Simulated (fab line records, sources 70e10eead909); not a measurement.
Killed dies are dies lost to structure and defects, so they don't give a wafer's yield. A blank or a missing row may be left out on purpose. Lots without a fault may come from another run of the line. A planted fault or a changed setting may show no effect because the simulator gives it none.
Which tool did it? | flow nand_harc | 23 lots, 69 wafers sampled, at 6 steps of a route of 1302

WHAT THE GAUGES READ, wafer by wafer
The record holds no reading of a measuring or inspecting step that can be judged against a usual standard deviation.

WHICH TOOL RAN EACH LOT (tool, then ch and the chambers of the sampled wafers, then the start)
lot  | NHARC_A_STAIRCASE_TRIM_220         | NHARC_A_STAIRCASE_ETCH_225                    | NHARC_A_STAIRCASE_TRIM_231                    | NHARC_A_STAIRCASE_ETCH_234                    | NHARC_A_STAIRCASE_DESCUM_252       | NHARC_A_STAIRCASE_ETCH_451
L074 | rie_diel-11 ch 0,1,3, day 15 21:44 | rie_diel-11 ch 0,3, day 16 01:37 or earlier   | rie_diel-11 ch 0,3, day 16 01:37 or earlier   | rie_diel-11 ch 0,1,3, day 16 01:37 or earlier | rie_diel-12 ch 0,1,2, day 16 01:37 | rie_diel-04 ch 0,3, no start
L075 | rie_diel-12 ch 2,3, day 16 14:03   | rie_diel-12 ch 0,1, day 16 18:17 or earlier   | rie_diel-12 ch 1,2, day 16 18:17 or earlier   | rie_diel-12 ch 0,1, day 16 18:17 or earlier   | rie_diel-12 ch 2,3, day 16 18:17   | rie_diel-04 ch 0,3, no start
L076 | rie_diel-11 ch 0,1,2, day 16 14:43 | rie_diel-11 ch 0,3, day 16 18:26 or earlier   | rie_diel-11 ch 0,1,2, day 16 18:26 or earlier | rie_diel-11 ch 2,3, day 16 18:26 or earlier   | rie_diel-11 ch 1,3, day 16 18:26   | rie_diel-12 ch 0,1,2, no start
L077 | rie_diel-04 ch 1,2,3, day 17 02:17 | rie_diel-04 ch 0,2,3, day 17 05:54 or earlier | rie_diel-04 ch 1,2,3, day 17 05:54 or earlier | rie_diel-04 ch 0,3, day 17 05:54 or earlier   | rie_diel-11 ch 0,2,3, day 17 05:54 | rie_diel-04 ch 0,2, no start
L078 | rie_diel-04 ch 0,2,3, day 17 19:20 | rie_diel-04 ch 1,2, day 17 22:55 or earlier   | rie_diel-04 ch 1,3, day 17 22:55 or earlier   | rie_diel-04 ch 0,2,3, day 17 22:55 or earlier | rie_diel-12 ch 0,1, day 17 22:55   | rie_diel-12 ch 0,1, no start
L079 | rie_diel-04 ch 2,3, day 17 22:49   | rie_diel-04 ch 0,1,3, day 18 02:26 or earlier | rie_diel-04 ch 1,3, day 18 02:26 or earlier   | rie_diel-04 ch 2,3, day 18 02:26 or earlier   | rie_diel-12 ch 1,2,3, day 18 02:26 | rie_diel-11 ch 0,1, no start
L080 | rie_diel-04 ch 1,2,3, day 18 11:52 | rie_diel-04 ch 1,2,3, day 18 15:39 or earlier | rie_diel-04 ch 1,2,3, day 18 15:39 or earlier | rie_diel-04 ch 1,2,3, day 18 15:39 or earlier | rie_diel-11 ch 1,2,3, day 18 15:39 | rie_diel-12 ch 1,2,3, no start
L081 | rie_diel-04 ch 0,1,2, day 18 19:30 | rie_diel-04 ch 0,1,3, day 18 23:12 or earlier | rie_diel-04 ch 0,1,2, day 18 23:12 or earlier | rie_diel-04 ch 0,2,3, day 18 23:12 or earlier | rie_diel-12 ch 1,2, day 18 23:12   | rie_diel-11 ch 0,1,3, no start
L082 | rie_diel-04 ch 0,2,3, day 18 22:59 | rie_diel-04 ch 0,2,3, day 19 02:38 or earlier | rie_diel-12 ch 1,2,3, day 19 02:38 or earlier | rie_diel-12 ch 1,2,3, day 19 02:38 or earlier | rie_diel-04 ch 0,2,3, day 19 02:38 | rie_diel-12 ch 1,2, no start
L083 | rie_diel-04 ch 0,1, day 19 08:35   | rie_diel-04 ch 1,2, day 19 14:58 or earlier   | rie_diel-04 ch 0,3, day 19 14:58 or earlier   | rie_diel-04 ch 0,2,3, day 19 14:58 or earlier | rie_diel-11 ch 1,2,3, day 19 14:58 | rie_diel-12 ch 0,1,2, no start
L084 | rie_diel-12 ch 0,1,3, day 20 06:26 | rie_diel-12 ch 1,2,3, day 20 10:02 or earlier | rie_diel-12 ch 1,2,3, day 20 10:02 or earlier | rie_diel-12 ch 0,2,3, day 20 10:02 or earlier | rie_diel-12 ch 1,2,3, day 20 10:02 | rie_diel-11 ch 0,1,3, no start
L085 | rie_diel-04 ch 0,2,3, day 20 08:19 | rie_diel-04 ch 0,2,3, day 20 12:55 or earlier | rie_diel-04 ch 2,3, day 20 12:55 or earlier   | rie_diel-04 ch 0,2, day 20 12:55 or earlier   | rie_diel-04 ch 2,3, day 20 12:55   | rie_diel-12 ch 0,2,3, no start
L086 | rie_diel-12 ch 0,2,3, day 20 08:34 | rie_diel-12 ch 0,1,3, day 20 12:21 or earlier | rie_diel-12 ch 0,2, day 20 12:21 or earlier   | rie_diel-12 ch 1,2, day 20 12:21 or earlier   | rie_diel-04 ch 0,2,3, day 20 12:21 | rie_diel-04 ch 0,3, no start
L087 | rie_diel-12 ch 0,1,3, day 21 19:17 | rie_diel-12 ch 0,1,2, day 21 22:44 or earlier | rie_diel-12 ch 0,1,2, day 21 22:44 or earlier | rie_diel-12 ch 0,1,3, day 21 22:44 or earlier | rie_diel-12 ch 1,2,3, day 21 22:44 | rie_diel-04 ch 0,1,2, no start
L089 | rie_diel-04 ch 2,3, day 21 23:29   | rie_diel-04 ch 2,3, day 22 03:41 or earlier   | rie_diel-12 ch 1,2,3, day 22 03:41 or earlier | rie_diel-12 ch 0,2,3, day 22 03:41 or earlier | rie_diel-11 ch 0,3, day 22 03:41   | rie_diel-11 ch 0,2,3, no start
L088 | rie_diel-12 ch 1,2,3, day 22 16:31 | rie_diel-12 ch 0,2,3, day 22 22:55 or earlier | rie_diel-04 ch 0,1,2, day 22 22:55 or earlier | rie_diel-04 ch 1,2,3, day 22 22:55 or earlier | rie_diel-04 ch 0,2,3, day 22 22:55 | rie_diel-11 ch 0,1,3, no start
L090 | rie_diel-11 ch 1,2,3, day 23 01:22 | rie_diel-11 ch 0,1,3, day 23 04:57 or earlier | rie_diel-04 ch 0,2,3, day 23 04:57 or earlier | rie_diel-04 ch 0,1,3, day 23 04:57 or earlier | rie_diel-04 ch 1,2, day 23 04:57   | rie_diel-11 ch 0,2,3, no start
L093 | rie_diel-11 ch 1,3, day 23 14:43   | rie_diel-11 ch 1,3, day 23 18:31 or earlier   | rie_diel-12 ch 0,1,2, day 23 18:31 or earlier | rie_diel-12 ch 0,1, day 23 18:31 or earlier   | rie_diel-04 ch 0,3, day 23 18:31   | rie_diel-11 ch 1,2, no start
L092 | rie_diel-11 ch 1,2,3, day 23 18:33 | rie_diel-11 ch 1,2,3, day 23 22:09 or earlier | rie_diel-11 ch 0,1,2, day 23 22:09 or earlier | rie_diel-11 ch 0,1,2, day 23 22:09 or earlier | rie_diel-12 ch 0,1,2, day 23 22:09 | rie_diel-04 ch 1,2, no start
L094 | rie_diel-12 ch 0,1, day 24 02:08   | rie_diel-12 ch 2,3, day 24 05:44 or earlier   | rie_diel-11 ch 0,1,2, day 24 05:44 or earlier | rie_diel-11 ch 0,2, day 24 05:44 or earlier   | rie_diel-04 ch 0,2,3, day 24 05:44 | rie_diel-11 ch 0,1,2, no start
L095 | rie_diel-04 ch 1,2,3, day 24 09:07 | rie_diel-04 ch 1,2,3, day 24 12:48 or earlier | rie_diel-12 ch 0,1, day 24 12:48 or earlier   | rie_diel-12 ch 0,2, day 24 12:48 or earlier   | rie_diel-12 ch 0,1,2, day 24 12:48 | rie_diel-11 ch 0,2,3, no start
L097 | rie_diel-04 ch 1,3, day 25 13:01   | rie_diel-04 ch 0,2, day 25 16:37 or earlier   | rie_diel-04 ch 1,3, day 25 16:37 or earlier   | rie_diel-04 ch 0,3, day 25 16:37 or earlier   | rie_diel-12 ch 0,3, day 25 16:37   | rie_diel-12 ch 1,3, no start
L096 | rie_diel-04 ch 2,3, day 26 18:10   | rie_diel-04 ch 1,2, day 26 23:46 or earlier   | rie_diel-11 ch 0,2,3, day 26 23:46 or earlier | rie_diel-11 ch 0,3, day 26 23:46 or earlier   | rie_diel-04 ch 2,3, day 26 23:46   | rie_diel-04 ch 1,2, no start
- NHARC_A_STAIRCASE_TRIM_220: chemistry O2, time 211.2 s.
- NHARC_A_STAIRCASE_ETCH_225: etches the open film in C4F8/O2, target depth 100 nm, time 40.5 s.
- NHARC_A_STAIRCASE_TRIM_231: chemistry O2, time 211.2 s.
- NHARC_A_STAIRCASE_ETCH_234: etches the open film in C4F8/O2, target depth 100 nm, time 40.5 s.
- NHARC_A_STAIRCASE_DESCUM_252: chemistry O2, time 3 s.
- NHARC_A_STAIRCASE_ETCH_451: etches the open film in CF4/O2, target depth 30 nm, overetch 3 nm, time 16.5 s.

WHAT THE TOOLS THEMSELVES READ (means of the sampled wafers that have a number; where no wafer has one, the mark that the record gives instead)
NHARC_A_STAIRCASE_TRIM_220. Usual: drypump_motor_current_A 5.9 A, standard deviation 0.49; oes_product_au 0.998 a.u., standard deviation 0.0073; rf_vpp_V 57.8 V, standard deviation 0.96; showerhead_plenum_p_Torr 3.56 Torr, standard deviation 0.14; throttle_valve_pct 17.038 %, standard deviation 0.0092.
lot  | tool        | drypump_motor_current_A (A) | oes_product_au (a.u.) | rf_vpp_V (V) | showerhead_plenum_p_Torr (Torr) | throttle_valve_pct (%) | flag
L074 | rie_diel-11 | 5.8                         | 0.994                 | 57.1         | 3.61                            | 17.042                 |
L075 | rie_diel-12 | 5.9                         | 1.001                 | 57.1         | 3.51                            | 17.039                 |
L076 | rie_diel-11 | 6.2                         | 0.997                 | 59.0         | 3.65                            | 17.039                 |
L077 | rie_diel-04 | 6.3                         | 0.999                 | 58.0         | 3.55                            | 17.030                 |
L078 | rie_diel-04 | 5.8                         | 1.002                 | 57.8         | 3.59                            | 17.046                 |
L079 | rie_diel-04 | 6.1                         | 1.000                 | 58.9         | 3.66                            | 17.030                 |
L080 | rie_diel-04 | 6.3                         | 0.996                 | 57.4         | 3.54                            | 17.037                 |
L081 | rie_diel-04 | 6.0                         | 1.002                 | 58.5         | 3.43                            | 17.032                 |
L082 | rie_diel-04 | 5.8                         | 0.998                 | 58.6         | 3.58                            | 17.035                 |
L083 | rie_diel-04 | 6.1                         | 1.000                 | 57.7         | 3.32                            | 17.038                 |
L084 | rie_diel-12 | 5.5                         | 0.996                 | 57.7         | 3.48                            | 17.037                 |
L085 | rie_diel-04 | 5.8                         | 1.001                 | 57.6         | 3.57                            | 17.037                 |
L086 | rie_diel-12 | 5.5                         | 0.993                 | 57.7         | 3.49                            | 17.042                 |
L087 | rie_diel-12 | 5.6                         | 0.997                 | 57.4         | 3.48                            | 17.047                 |
L089 | rie_diel-04 | 6.1                         | 0.995                 | 57.8         | 3.68                            | 17.033                 |
L088 | rie_diel-12 | 5.7                         | 0.994                 | 58.1         | 3.54                            | 17.037                 |
L090 | rie_diel-11 | 5.8                         | 1.005                 | 57.5         | 3.57                            | 17.032                 |
L093 | rie_diel-11 | 5.4                         | 0.995                 | 57.4         | 3.53                            | 17.030                 |
L092 | rie_diel-11 | 5.8                         | 0.996                 | 57.2         | 3.57                            | 17.044                 |
L094 | rie_diel-12 | 5.3                         | 0.992                 | 58.0         | 3.53                            | 17.043                 |
L095 | rie_diel-04 | 6.3                         | 0.991                 | 57.7         | 3.70                            | 17.034                 |
L097 | rie_diel-04 | 6.4                         | 0.998                 | 57.9         | 3.77                            | 17.037                 |
L096 | rie_diel-04 | 6.1                         | 1.005                 | 58.1         | 3.62                            | 17.034                 |

NHARC_A_STAIRCASE_ETCH_225. Usual: oes_product_au 0.941 a.u., standard deviation 0.0098; rf_vpp_V 897 V, standard deviation 5.2.
lot  | tool        | oes_product_au (a.u.) | rf_vpp_V (V) | flag
L074 | rie_diel-11 | 0.945                 | 897          |
L075 | rie_diel-12 | 0.938                 | 895          |
L076 | rie_diel-11 | 0.943                 | 897          |
L077 | rie_diel-04 | 0.953                 | 897          |
L078 | rie_diel-04 | 0.948                 | 895          |
L079 | rie_diel-04 | 0.947                 | 893          |
L080 | rie_diel-04 | 0.943                 | 896          |
L081 | rie_diel-04 | 0.937                 | 893          |
L082 | rie_diel-04 | 0.943                 | 897          |
L083 | rie_diel-04 | 0.927                 | 891          |
L084 | rie_diel-12 | 0.938                 | 897          |
L085 | rie_diel-04 | 0.936                 | 897          |
L086 | rie_diel-12 | 0.942                 | 894          |
L087 | rie_diel-12 | 0.935                 | 897          |
L089 | rie_diel-04 | 0.929                 | 902          |
L088 | rie_diel-12 | 0.934                 | 895          |
L090 | rie_diel-11 | 0.959                 | 897          |
L093 | rie_diel-11 | 0.939                 | 898          |
L092 | rie_diel-11 | 0.944                 | 897          |
L094 | rie_diel-12 | 0.924                 | 896          |
L095 | rie_diel-04 | 0.946                 | 902          |
L097 | rie_diel-04 | 0.942                 | 895          |
L096 | rie_diel-04 | 0.928                 | 903          |

NHARC_A_STAIRCASE_TRIM_231. Usual: drypump_motor_current_A 5.8 A, standard deviation 0.5; oes_product_au 0.998 a.u., standard deviation 0.0075; rf_vpp_V 57.7 V, standard deviation 0.97; showerhead_plenum_p_Torr 3.54 Torr, standard deviation 0.13; throttle_valve_pct 17.037 %, standard deviation 0.0085.
lot  | tool        | drypump_motor_current_A (A) | oes_product_au (a.u.) | rf_vpp_V (V) | showerhead_plenum_p_Torr (Torr) | throttle_valve_pct (%) | flag
L074 | rie_diel-11 | 5.4                         | 0.998                 | 58.7         | 3.55                            | 17.031                 |
L075 | rie_diel-12 | 5.4                         | 0.996                 | 58.2         | 3.63                            | 17.041                 |
L076 | rie_diel-11 | 6.2                         | 1.009                 | 57.9         | 3.65                            | 17.046                 |
L077 | rie_diel-04 | 6.3                         | 1.000                 | 57.9         | 3.55                            | 17.036                 |
L078 | rie_diel-04 | 6.4                         | 1.005                 | 56.3         | 3.44                            | 17.041                 |
L079 | rie_diel-04 | 6.2                         | 0.997                 | 57.9         | 3.58                            | 17.035                 |
L080 | rie_diel-04 | 6.2                         | 0.997                 | 58.1         | 3.54                            | 17.036                 |
L081 | rie_diel-04 | 6.0                         | 0.993                 | 57.9         | 3.43                            | 17.041                 |
L082 | rie_diel-12 | 5.7                         | 0.998                 | 57.9         | 3.55                            | 17.034                 |
L083 | rie_diel-04 | 5.5                         | 0.999                 | 57.3         | 3.50                            | 17.038                 |
L084 | rie_diel-12 | 5.7                         | 1.001                 | 58.3         | 3.54                            | 17.038                 |
L085 | rie_diel-04 | 6.1                         | 0.999                 | 57.5         | 3.65                            | 17.041                 |
L086 | rie_diel-12 | 5.2                         | 0.998                 | 57.5         | 3.49                            | 17.036                 |
L087 | rie_diel-12 | 5.3                         | 0.994                 | 57.5         | 3.54                            | 17.038                 |
L089 | rie_diel-12 | 5.7                         | 0.994                 | 58.9         | 3.54                            | 17.036                 |
L088 | rie_diel-04 | 6.0                         | 0.987                 | 57.2         | 3.42                            | 17.036                 |
L090 | rie_diel-04 | 5.8                         | 1.002                 | 58.0         | 3.56                            | 17.030                 |
L093 | rie_diel-12 | 5.3                         | 0.996                 | 57.6         | 3.54                            | 17.041                 |
L092 | rie_diel-11 | 6.2                         | 1.001                 | 57.6         | 3.61                            | 17.042                 |
L094 | rie_diel-11 | 6.2                         | 1.007                 | 58.1         | 3.61                            | 17.034                 |
L095 | rie_diel-12 | 5.3                         | 0.995                 | 58.0         | 3.53                            | 17.037                 |
L097 | rie_diel-04 | 6.2                         | 1.004                 | 58.3         | 3.73                            | 17.032                 |
L096 | rie_diel-11 | 5.8                         | 1.003                 | 57.5         | 3.54                            | 17.039                 |

NHARC_A_STAIRCASE_ETCH_234. Usual: oes_product_au 0.942 a.u., standard deviation 0.0091; rf_vpp_V 896 V, standard deviation 4.9.
lot  | tool        | oes_product_au (a.u.) | rf_vpp_V (V) | flag
L074 | rie_diel-11 | 0.944                 | 899          |
L075 | rie_diel-12 | 0.935                 | 897          |
L076 | rie_diel-11 | 0.932                 | 898          |
L077 | rie_diel-04 | 0.943                 | 899          |
L078 | rie_diel-04 | 0.947                 | 899          |
L079 | rie_diel-04 | 0.942                 | 901          |
L080 | rie_diel-04 | 0.940                 | 896          |
L081 | rie_diel-04 | 0.935                 | 898          |
L082 | rie_diel-12 | 0.945                 | 897          |
L083 | rie_diel-04 | 0.944                 | 898          |
L084 | rie_diel-12 | 0.934                 | 895          |
L085 | rie_diel-04 | 0.938                 | 897          |
L086 | rie_diel-12 | 0.942                 | 899          |
L087 | rie_diel-12 | 0.939                 | 894          |
L089 | rie_diel-12 | 0.945                 | 893          |
L088 | rie_diel-04 | 0.935                 | 896          |
L090 | rie_diel-04 | 0.960                 | 893          |
L093 | rie_diel-12 | 0.935                 | 896          |
L092 | rie_diel-11 | 0.943                 | 899          |
L094 | rie_diel-11 | 0.953                 | 899          |
L095 | rie_diel-12 | 0.938                 | 894          |
L097 | rie_diel-04 | 0.944                 | 897          |
L096 | rie_diel-11 | 0.952                 | 898          |

NHARC_A_STAIRCASE_DESCUM_252. Usual: drypump_motor_current_A 5.8 A, standard deviation 0.5; oes_product_au 0.998 a.u., standard deviation 0.0074; rf_vpp_V 57.9 V, standard deviation 0.89; showerhead_plenum_p_Torr 1.93 Torr, standard deviation 0.071; throttle_valve_pct 11.312 %, standard deviation 0.0086.
lot  | tool        | drypump_motor_current_A (A) | oes_product_au (a.u.) | rf_vpp_V (V) | showerhead_plenum_p_Torr (Torr) | throttle_valve_pct (%) | flag
L074 | rie_diel-12 | 5.3                         | 0.986                 | 58.3         | 1.94                            | 11.323                 |
L075 | rie_diel-12 | 5.9                         | 1.000                 | 57.2         | 1.90                            | 11.313                 |
L076 | rie_diel-11 | 5.8                         | 1.000                 | 58.6         | 1.97                            | 11.313                 |
L077 | rie_diel-11 | 5.8                         | 0.997                 | 58.5         | 1.95                            | 11.311                 |
L078 | rie_diel-12 | 5.2                         | 0.996                 | 56.1         | 1.89                            | 11.306                 |
L079 | rie_diel-12 | 5.7                         | 0.991                 | 58.7         | 1.93                            | 11.313                 |
L080 | rie_diel-11 | 5.8                         | 1.001                 | 57.7         | 1.95                            | 11.311                 |
L081 | rie_diel-12 | 5.5                         | 1.001                 | 57.7         | 1.96                            | 11.318                 |
L082 | rie_diel-04 | 5.8                         | 1.000                 | 57.5         | 1.95                            | 11.314                 |
L083 | rie_diel-11 | 5.8                         | 1.001                 | 57.9         | 1.95                            | 11.315                 |
L084 | rie_diel-12 | 5.7                         | 0.987                 | 57.4         | 1.92                            | 11.314                 |
L085 | rie_diel-04 | 6.1                         | 0.999                 | 58.6         | 1.98                            | 11.312                 |
L086 | rie_diel-04 | 5.8                         | 1.002                 | 58.0         | 1.94                            | 11.318                 |
L087 | rie_diel-12 | 5.7                         | 0.986                 | 58.5         | 1.92                            | 11.303                 |
L089 | rie_diel-11 | 5.9                         | 1.001                 | 58.8         | 1.94                            | 11.312                 |
L088 | rie_diel-04 | 5.8                         | 1.005                 | 58.0         | 1.93                            | 11.300                 |
L090 | rie_diel-04 | 6.3                         | 0.998                 | 57.0         | 1.89                            | 11.308                 |
L093 | rie_diel-04 | 5.5                         | 1.004                 | 57.2         | 1.89                            | 11.311                 |
L092 | rie_diel-12 | 5.3                         | 0.993                 | 58.3         | 1.92                            | 11.320                 |
L094 | rie_diel-04 | 5.8                         | 0.993                 | 58.7         | 1.93                            | 11.319                 |
L095 | rie_diel-12 | 5.3                         | 0.997                 | 57.0         | 1.92                            | 11.307                 |
L097 | rie_diel-12 | 5.4                         | 1.001                 | 57.7         | 1.84                            | 11.313                 |
L096 | rie_diel-04 | 6.1                         | 0.996                 | 58.0         | 1.99                            | 11.318                 |

NHARC_A_STAIRCASE_ETCH_451. Usual: drypump_motor_current_A 5.8 A, standard deviation 0.52; oes_product_au 0.999 a.u., standard deviation 0.0081; rf_vpp_V 198.1 V, standard deviation 1.2; showerhead_plenum_p_Torr 1.35 Torr, standard deviation 0.046; throttle_valve_pct 13.397 %, standard deviation 0.009.
lot  | tool        | drypump_motor_current_A (A) | oes_product_au (a.u.) | rf_vpp_V (V) | showerhead_plenum_p_Torr (Torr) | throttle_valve_pct (%) | flag
L074 | rie_diel-04 | 5.8                         | 0.999                 | 198.8        | 1.38                            | 13.394                 |
L075 | rie_diel-04 | 5.8                         | 1.003                 | 199.2        | 1.38                            | 13.386                 |
L076 | rie_diel-12 | 5.3                         | 0.989                 | 198.1        | 1.35                            | 13.399                 |
L077 | rie_diel-04 | 5.5                         | 1.003                 | 197.8        | 1.31                            | 13.399                 |
L078 | rie_diel-12 | 5.3                         | 1.001                 | 198.4        | 1.34                            | 13.401                 |
L079 | rie_diel-11 | 6.3                         | 0.998                 | 199.0        | 1.38                            | 13.391                 |
L080 | rie_diel-12 | 5.7                         | 1.000                 | 198.0        | 1.34                            | 13.398                 |
L081 | rie_diel-11 | 5.8                         | 1.003                 | 197.6        | 1.36                            | 13.398                 |
L082 | rie_diel-12 | 5.5                         | 0.995                 | 199.2        | 1.36                            | 13.395                 |
L083 | rie_diel-12 | 5.3                         | 0.998                 | 197.1        | 1.34                            | 13.402                 |
L084 | rie_diel-11 | 5.8                         | 1.001                 | 199.0        | 1.36                            | 13.403                 |
L085 | rie_diel-12 | 5.5                         | 0.998                 | 198.2        | 1.32                            | 13.394                 |
L086 | rie_diel-04 | 5.5                         | 1.000                 | 197.9        | 1.32                            | 13.392                 |
L087 | rie_diel-04 | 6.0                         | 0.994                 | 196.9        | 1.30                            | 13.400                 |
L089 | rie_diel-11 | 5.8                         | 0.993                 | 198.0        | 1.35                            | 13.393                 |
L088 | rie_diel-11 | 5.8                         | 1.006                 | 198.7        | 1.35                            | 13.407                 |
L090 | rie_diel-11 | 5.8                         | 1.002                 | 198.8        | 1.35                            | 13.399                 |
L093 | rie_diel-11 | 6.1                         | 1.008                 | 197.8        | 1.37                            | 13.396                 |
L092 | rie_diel-04 | 6.5                         | 1.000                 | 199.8        | 1.42                            | 13.389                 |
L094 | rie_diel-11 | 6.2                         | 1.009                 | 199.1        | 1.37                            | 13.396                 |
L095 | rie_diel-11 | 5.8                         | 1.009                 | 198.4        | 1.34                            | 13.397                 |
L097 | rie_diel-12 | 5.9                         | 0.999                 | 196.8        | 1.30                            | 13.402                 |
L096 | rie_diel-04 | 6.5                         | 0.994                 | 199.1        | 1.41                            | 13.398                 |

THE ANSWER, worked out from the rows above alone
Rule: a lot is off if the mean of its wafers that have a number lies more than 3 standard deviations from the usual mean. A lot without any number at a reading at which 4 lots or more have one is off too. The other lots that the step has rows for count as sound. The gauges are gone through in route order, then the tools' own readings, and for those a lot's mean is taken as printed above. The first step at which some lot is off is used, and at that step the reading that is off furthest; a lot without a number counts as furthest.
No lot is off at any reading shown: from this, nothing can be told.

WHAT THE SIMULATOR HAD PUT IN
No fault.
